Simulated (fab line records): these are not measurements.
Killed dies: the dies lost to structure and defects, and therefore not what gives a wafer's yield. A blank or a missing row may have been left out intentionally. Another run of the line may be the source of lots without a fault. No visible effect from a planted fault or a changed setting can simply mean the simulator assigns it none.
fab line records    flow n5-finfet
[record] lots = 6  wafers = 16  last-day = 18
route steps=1938 shown PASSIVATION@1903
lots with no fault: from the same line, run without faults
start-h: start of the lot's first displayed wafer, in hours after the record's first day    wait-h: hours elapsed since this lot's preceding step    " as in the row above    L1.1+2: a single row standing in for several wafers    - no value present, or no start provided    * or withheld: withheld    < > ~ a bound
route shown NAME@n: names a module that has steps shown in the file, with the first one's number in the route    usual: mean and standard deviation over wafers with no fault    same: alike in all rows    chamber/n: place in a boat    sites: readings site by site    _std_site: their standard deviation    _edge_site: outer sites' mean less inner sites'    radius-mm: how far each site lies from the wafer's centre    mask NAME#n: copy n    behind: the most recent tool/chamber to have shaped the wafer    hold: the reason the lot was held/the length of the hold in hours/how it ended    device: the n, p or np transistor that did not switch    end of line: the route-end tests of the same wafers    a step given without rows: its recipe and nothing more    killed: count of dies lost to structure and defects at first sort (not the wafer's yield)    map: a wafer's dies, x killed, . not, _ none there
set.NAME: the setting as run; set.NAME@STEP: as run at that earlier step    model.NAME: the simulator's own value behind a step, which no gauge read
certain route steps with their lots: each step a table, each wafer a row
services: the hour from which a tool's chamber was out of use, counted from the record's first day as start-h (under 0 if before that day), plus the number of hours and why
[[steps]]
[step N5_PASSIVATION_DEVELOP_29]
[recipe] develop-time-s = 60  rinse-liquid = diw  dry = air-spin  dev-temp-c = 21
[step N5_PASSIVATION_HARDBAKE_31]
[recipe] temp-c = 130  time-s = 120
[step N5_PASSIVATION_CD_MEAS_30]
[recipe] target-cd-nm = 4000  landing-energy-ev = 500  detector = se-inlens  polarity = opening
[usual] cd-nm = 4000.8/1.6
lot.wafer  tool       chamber  start-h  wait-h  cd-nm
L129.1     cd-sem-02  0        312.02   -       4002.5
L129.3     "          0        "        "       4001.1
L129.4     "          0        "        "       3999.6
L133.2     cd-sem-03  0        337.56   -       4002.3
L133.3     "          0        "        "       4001.7
L133.6     "          0        "        "       3999.9
L137.1     cd-sem-02  0        359.70   -       3998.3
L137.5     "          0        "        "       3998.2
L137.6     "          0        "        "       4000.3
L138.3     cd-sem-03  0        364.73   -       4002.0
L138.6     "          0        "        "       4000.2
L141.1     cd-sem-01  0        378.07   -       4000.8
L141.3     "          0        "        "       3998.8
L149.1     cd-sem-01  0        432.69   -       4002.7
L149.4     "          0        "        "       4001.4
L149.6     "          0        "        "       4000.4
[step N5_PASSIVATION_OVL_MEAS_63]
[recipe] points-per-wafer = 44
[usual] PAD_OVL = 2/4.9
lot.wafer  tool        chamber  start-h  wait-h  PAD_OVL[nm]
L129.1     overlay-02  0        312.05   0.0     -6
L129.3     "           0        "        "       -4
L129.4     "           0        "        "       -4
L133.2     overlay-02  0        337.59   0.0     5
L133.3     "           0        "        "       10
L133.6     "           0        "        "       11
L137.1     overlay-01  0        359.73   0.0     6
L137.5     "           0        "        "       7
L137.6     "           0        "        "       2
L138.3     overlay-02  0        364.76   0.0     2
L138.6     "           0        "        "       6
L141.1     overlay-02  0        378.11   0.0     -2
L141.3     "           0        "        "       0
L149.1     overlay-01  0        432.72   0.0     9
L149.4     "           0        "        "       4
L149.6     "           0        "        "       7
[step N5_PASSIVATION_INSPECT_64]
[recipe] mode = adi  inspect-instrument = macro
[usual] raw-defect-count = 2.1/1.4
lot.wafer  tool               chamber  start-h  wait-h  raw-defect-count
L129.1     defect-inspect-01  -        312.07   0.0     2
L129.3     "                  -        "        "       3
L129.4     "                  -        "        "       3
L133.2     defect-inspect-02  -        337.62   0.0     2
L133.3     "                  -        "        "       1
L133.6     "                  -        "        "       1
L137.1     defect-inspect-01  -        359.76   0.0     1
L137.5     "                  -        "        "       2
L137.6     "                  -        "        "       5
L138.3     defect-inspect-01  -        364.79   0.0     4
L138.6     "                  -        "        "       2
L141.1     defect-inspect-02  -        378.13   0.0     3
L141.3     "                  -        "        "       0
L149.1     defect-inspect-01  -        432.74   0.0     2
L149.4     "                  -        "        "       3
L149.6     "                  -        "        "       1
[step N5_PASSIVATION_DESCUM_32]
[recipe] chemistry = O2  time-s = 7.9  source-power-w = 50  bias-power-w = 20  pressure-mtorr = 20  rf-frequency-hz = 2.712e+07  temp-c = 40  o2-flow-sccm = 225
[usual] bias-power-w = 19.99/0.057  drypump-motor-current-A = 5.8/0.46  oes-product-au = 0.81/0.078  rf-vpp-V = 243.6/1.6  showerhead-plenum-p-Torr = 2.12/0.085  throttle-valve-pct = 20.43/0.18
lot.wafer  tool         chamber  start-h  wait-h  bias-power-w  drypump-motor-current-A  oes-product-au  rf-hours-counter-h  rf-vpp-V  showerhead-plenum-p-Torr  throttle-valve-pct
L129.1     rie-diel-03  3        312.16   0.1     20.06         6.6                      0.78            122                 243.3     2.18                      20.29
L129.3     "            2        "        "       20.03         5.7                      0.85            58                  245.2     2.21                      20.43
L129.4     "            0        "        "       20.05         5.3                      0.70            229                 241.9     2.00                      20.65
L133.2     rie-diel-03  3        337.65   0.0     20.04         6.6                      0.76            133                 244.3     2.18                      20.30
L133.3     "            2        "        "       20.01         5.7                      0.83            69                  245.5     2.20                      20.45
L133.6     "            3        "        "       19.92         6.6                      0.75            -                   245.8     2.18                      20.30
L137.1     rie-diel-03  0        359.79   0.0     20.00         5.4                      0.69            247                 241.5     2.00                      20.67
L137.5     "            0        "        "       19.92         5.4                      0.69            -                   241.2     1.99                      20.66
L137.6     "            3        "        "       19.95         6.6                      0.75            -                   246.2     2.18                      20.32
L138.3     rie-diel-03  2        364.83   0.0     19.99         5.7                      0.83            79                  244.1     2.20                      20.47
L138.6     "            2        "        "       20.00         5.7                      0.83            -                   246.5     2.20                      20.47
L141.1     rie-diel-03  2        378.32   0.2     19.95         5.7                      0.82            84                  243.9     2.20                      20.46
L141.3     "            1        "        "       19.97         5.7                      0.88            53                  242.7     2.12                      20.44
L149.1     rie-diel-06  0        433.07   0.3     19.97         6.5                      0.70            217                 242.6     1.99                      20.67
L149.4     "            2        "        "       20.03         5.3                      0.84            79                  243.7     2.13                      20.39
L149.6     "            2        "        "       20.19         5.3                      0.83            -                   245.7     2.12                      20.40
[step N5_PASSIVATION_AL_ETCH_33]
[recipe] chemistry = Cl2/BCl3  target-depth-a = 28000  over-etch-frac = 0.15  Cl2_flow_sccm = 180  bcl3-flow-sccm = 60  target = Al  stop-on = TaN  time-s = 466.7  ion-energy-ev = 100  pressure-mtorr = 10  icp-w = 900  bias-w = 100
[usual] drypump-motor-current-A = 5.67/0.24  oes-product-au = 0.75/0.081  throttle-valve-pct = 34.5/0.34
lot.wafer  tool          chamber  start-h  wait-h  drypump-motor-current-A  oes-product-au  rf-hours-counter-h  throttle-valve-pct
L129.1     rie-metal-01  1        312.30   0.1     5.39                     0.59            84                  34.8
L129.3     "             0        "        "       5.59                     0.74            -                   34.1
L129.4     "             1        "        "       5.40                     0.59            -                   34.9
L133.2     rie-metal-01  1        337.74   0.1     5.38                     0.60            86                  34.8
L133.3     "             0        "        "       5.59                     0.74            -                   34.1
L133.6     "             0        "        "       5.58                     0.75            -                   34.1
L137.1     rie-metal-02  1        359.88   0.1     5.92                     0.82            7                   34.6
L137.5     "             0        "        "       5.80                     0.79            -                   34.8
L137.6     "             1        "        "       5.89                     0.81            -                   34.6
L138.3     rie-metal-01  0        365.05   0.2     5.53                     0.73            -                   34.1
L138.6     "             0        "        "       5.56                     0.73            -                   34.1
L141.1     rie-metal-01  0        378.40   0.1     5.61                     0.72            31                  34.2
L141.3     "             1        "        "       5.38                     0.58            -                   34.9
L149.1     rie-metal-01  1        433.16   0.1     5.39                     0.59            94                  34.9
L149.4     "             0        "        "       5.58                     0.73            -                   34.1
L149.6     "             1        "        "       5.41                     0.59            -                   34.8
[step N5_PASSIVATION_ETCH_59]
[recipe] chemistry = Cl2/BCl3  target = TaN  target-depth-a = 650  time-s = 34.9  ion-energy-ev = 100  pressure-mtorr = 10  icp-w = 900  bias-w = 100  Cl2_flow_sccm = 60  bcl3-flow-sccm = 30
[usual] drypump-motor-current-A = 5.66/0.24  oes-product-au = 0.84/0.094  throttle-valve-pct = 21.20/0.24
lot.wafer  tool          chamber  start-h  wait-h  drypump-motor-current-A  oes-product-au  rf-hours-counter-h  throttle-valve-pct
L129.1     rie-metal-01  1        312.70   0.3     5.40                     0.67            84                  21.56
L129.3     "             0        "        "       5.58                     0.82            -                   21.01
L129.4     "             1        "        "       5.37                     0.67            -                   21.56
L133.2     rie-metal-01  1        338.14   0.3     5.36                     0.66            87                  21.58
L133.3     "             0        "        "       5.57                     0.82            -                   21.01
L133.6     "             0        "        "       5.57                     0.83            -                   20.99
L137.1     rie-metal-02  1        360.28   0.3     5.92                     0.92            7                   21.27
L137.5     "             0        "        "       5.81                     0.87            -                   21.38
L137.6     "             1        "        "       5.93                     0.92            -                   21.25
L138.3     rie-metal-01  0        365.35   0.2     5.58                     0.83            -                   20.99
L138.6     "             0        "        "       5.59                     0.82            -                   21.00
L141.1     rie-metal-01  0        378.80   0.3     5.60                     0.81            31                  21.02
L141.3     "             1        "        "       5.41                     0.66            -                   21.58
L149.1     rie-metal-01  1        433.56   0.3     5.39                     0.64            94                  21.60
L149.4     "             0        "        "       5.58                     0.80            -                   21.03
L149.6     "             1        "        "       5.39                     0.65            -                   21.62
[step N5_PASSIVATION_STRIP_34]
[recipe] chemistry = O2  power-w = 600  temp-c = 60  pressure-mtorr = 30  rf-frequency-hz = 6e+07  bias-power-w = 0  overash-fraction = 2  o2-flow-sccm = 225
[usual] drypump-motor-current-A = 5.7/0.38  oes-product-au = 0.83/0.094  rf-vpp-V = 3.6/1.4  showerhead-plenum-p-Torr = 2.13/0.083  throttle-valve-pct = 16.66/0.21
[same] bias-power-w = 0  overash-fraction = 2
lot.wafer  tool         chamber  start-h  wait-h  drypump-motor-current-A  oes-product-au  rf-hours-counter-h  rf-vpp-V  showerhead-plenum-p-Torr  throttle-valve-pct
L129.1     rie-diel-03  2        312.81   0.1     5.7                      0.86            58                  3.0       2.21                      16.69
L129.3     "            1        "        "       5.6                      0.90            33                  3.0       2.13                      16.66
L129.4     "            0        "        "       5.3                      0.71            229                 3.2       2.01                      16.89
L133.2     rie-diel-03  0        338.25   0.1     5.3                      0.68            240                 2.4       2.00                      16.97
L133.3     "            3        "        "       6.6                      0.78            133                 3.7       2.18                      16.59
L133.6     "            3        "        "       6.6                      0.76            -                   4.7       2.19                      16.54
L137.1     rie-diel-06  0        360.39   0.1     6.5                      0.71            193                 3.8       2.01                      16.84
L137.5     "            1        "        "       5.5                      0.83            -                   3.2       2.01                      16.25
L137.6     "            2        "        "       5.4                      0.86            -                   6.5       2.14                      16.56
L138.3     rie-diel-01  0        365.44   0.1     5.5                      0.68            248                 3.1       2.14                      16.78
L138.6     "            3        "        "       5.5                      0.92            -                   6.0       2.07                      16.37
L141.1     rie-diel-06  0        378.92   0.1     6.5                      0.72            200                 3.3       2.00                      16.86
L141.3     "            1        "        "       5.5                      0.81            83                  1.9       2.01                      16.29
L149.1     rie-diel-01  2        433.80   0.2     5.8                      0.86            42                  3.7       2.05                      16.51
L149.4     "            0        "        "       5.5                      0.93            14                  4.9       2.13                      16.35
L149.6     "            0        "        "       5.5                      0.95            -                   3.5       2.13                      16.31
[step N5_PASSIVATION_STRIP_51]
[recipe] chemistry = post-etch-residue-remover  time-s = 1200  temp-c = 72.5
[step N5_PASSIVATION_CLEAN_69]
[recipe] chemistry = IPA  time-s = 180  temp-c = 25
[step N5_PASSIVATION_SRD_70]
[recipe] dry = ipa-marangoni  time-s = 30  temp-c = 23  rinse-liquid = diw
[step N5_PASSIVATION_PECVD_53]
[recipe] material = SiO2  target-thk-a = 8000  temp-c = 400  precursor = TEOS/O2  pressure-torr = 6.5  rf-w = withheld  teos-flow-sccm = withheld  gas = O2  flow-sccm = 2650  time-s = 169.4
[usual] run-length-s = 197.1/0.57
lot.wafer  tool      chamber  start-h  wait-h  run-length-s  model.SiO2_of_PASSIVATION_PECVD_53.thk-nm
L129.1     pecvd-02  1        313.35   0.0     197.0         802.8
L129.3     "         2        "        "       198.1         794.4
L129.4     "         2        "        "       197.9         816.4
L133.2     pecvd-04  0        338.75   0.0     196.3         790.4
L133.3     "         1        "        "       196.4         795
L133.6     "         0        "        "       195.9         806.2
L137.1     pecvd-04  1        361.30   0.0     196.8         798.8
L137.5     "         1        "        "       197.0         808.2
L137.6     "         0        "        "       196.5         808.2
L138.3     pecvd-02  0        365.94   0.0     196.6         784.4
L138.6     "         2        "        "       162.9         627.4
L141.1     pecvd-02  1        379.42   0.0     161.9         640.2
L141.3     "         0        "        "       196.7         786.8
L149.1     pecvd-02  0        434.30   0.0     196.5         783.4
L149.4     "         2        "        "       197.9         801.4
L149.6     "         1        "        "       197.6         799.2
[step N5_PASSIVATION_PECVD_35]
[recipe] material = SiNx  target-thk-a = 7000  temp-c = 400  precursor = SiH4/NH3/N2  pressure-torr = 4.9  rf-w = 1406  time-s = 151.3
[usual] heater-power-w = 392/100  run-length-s = 195.1/0.59  showerhead-plenum-p-Torr = 8.69/0.056  throttle-valve-pct = 29.3/1.8
lot.wafer  tool      chamber  start-h  wait-h  heater-power-w  run-length-s  showerhead-plenum-p-Torr  throttle-valve-pct
L129.1     pecvd-02  1        313.46   0.1     378             195.8         8.71                      31.0
L129.3     "         2        "        "       297             195.8         8.66                      27.5
L129.4     "         2        "        "       339             196.5         8.67                      27.7
L133.2     pecvd-04  0        338.86   0.1     401             193.9         8.75                      29.1
L133.3     "         1        "        "       486             194.7         8.63                      29.3
L133.6     "         0        "        "       444             194.1         8.76                      29.2
L137.1     pecvd-04  1        361.41   0.1     415             194.4         8.65                      29.1
L137.5     "         1        "        "       453             194.7         8.64                      29.3
L137.6     "         0        "        "       502             194.4         8.76                      29.0
L138.3     pecvd-02  0        366.05   0.1     461             195.3         8.77                      29.4
L138.6     "         2        "        "       271             195.6         8.70                      27.9
L141.1     pecvd-02  1        379.53   0.1     260             194.9         8.70                      31.1
L141.3     "         0        "        "       336             194.6         8.74                      29.4
L149.1     pecvd-02  0        434.41   0.1     321             194.9         8.76                      29.2
L149.4     "         2        "        "       270             195.8         8.70                      28.1
L149.6     "         1        "        "       355             195.6         8.69                      30.9
[step N5_PASSIVATION_PROBE_49]
[usual] defect-limited-yield = 91.1/1.5  killed_at_M0_to_M3 = 33/9.9  killed_at_M4_up = 14/5.2  killed-at-contacts = 12/6.7  killed-at-front-end = 43/13  killed-at-other = 3.4/2.7  killed-dies = 105/17  killed-open = 69/13  killed-short = 33/7.5  sort_bin_5_function = 5.2/0.91  sort_bin_6_memory = 3.3/0.71  sort_bin_8_speed = 0.00/0.032  sort-n-pass = 1075/17  sort-yield-pct = 91.1/1.5
[same] gross-dies = 1180  killed-at-back-side = 0  sort_bin_4_leakage[%] = 0
lot.wafer  tool       chamber  start-h  wait-h  defect-limited-yield[%]  killed_at_M0_to_M3  killed_at_M4_up  killed-at-contacts  killed-at-front-end  killed-at-other  killed-dies  killed-open  killed-short  sort_bin_5_function[%]  sort_bin_6_memory[%]  sort_bin_8_speed[%]  sort-n-pass  sort-yield-pct[%]
L138.3     prober-02  -        370.18   0.1     90.9                     35                  9                7                   53                   3                107          77           30            5.2                     3.6                   0                    1073         90.9
// killed by level:class
L138.3 STI_FIN_REVEAL:geometric-particle:open=21 BEOL_M2:geometric-particle:open=13 FIN_SAQP:geometric-particle:open=11 FIN_SAQP:geometric-particle:short=10 MOL_CONTACT_COAG:geometric-particle:open=6 BEOL_M0_SAQP:geometric-particle:short=6 BEOL_M0:geometric-particle:open=5 GATE_CUT:geometric-particle:open=3
[[services]]
tool          chamber  start-h  hours  kind
pecvd-02      0        298.62   5.5    scheduled-down
rie-diel-01   2        299.41   -      clean
rie-diel-01   2        299.41   -      consumable-replace:focus-ring
rie-diel-01   2        299.41   30.5   scheduled-down
rie-diel-01   2        299.41   30.5   vent-cycle
rie-metal-01  -        329.92   2.6    repair
rie-diel-01   3        329.94   -      clean
rie-diel-01   3        329.94   -      consumable-replace:focus-ring
rie-diel-03   1        331.23   10.9   repair
pecvd-02      0        331.53   2.1    scheduled-down
rie-diel-01   0        343.61   9.4    repair
pecvd-04      2        349.70   5.5    scheduled-down
rie-diel-01   1        360.24   5.1    repair
rie-metal-02  1        360.90   5.3    repair
rie-diel-06   -        364.60   2.4    repair
rie-diel-03   0        368.14   -      clean
rie-diel-03   0        368.14   -      consumable-replace:focus-ring
rie-diel-03   0        368.14   -      consumable-replace:showerhead
rie-diel-03   0        368.14   16.1   scheduled-down
rie-diel-03   0        368.14   16.1   vent-cycle
pecvd-02      2        382.62   2.1    scheduled-down
rie-metal-01  -        395.55   0.5    repair
pecvd-02      -        396.33   0.6    repair
rie-metal-01  0        403.57   2.1    repair
[[key]]
[first-sign] step = N5_PASSIVATION_PECVD_53  reading = run-length-s  direction = down  sigmas = 61  usual = *  struck = *
effect none on later readings
[model-effect] step = N5_PASSIVATION_PECVD_53  value = SiO2_of_PASSIVATION_PECVD_53.thk-nm  without = 799.9  struck = 633.8
met-at N5_PASSIVATION_PECVD_53
struck-wafers L138.6,L141.1
onset-between 313.35 365.94
[fault] kind = process-parameter-drift  tool = pecvd-02  chamber = -  onset-h = 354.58  steps = N5_PASSIVATION_PECVD_53  channel = time-s  offset = *  shape = step  end-h = 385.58  scope = struck-wafers-only  acts-in = *  stated = *
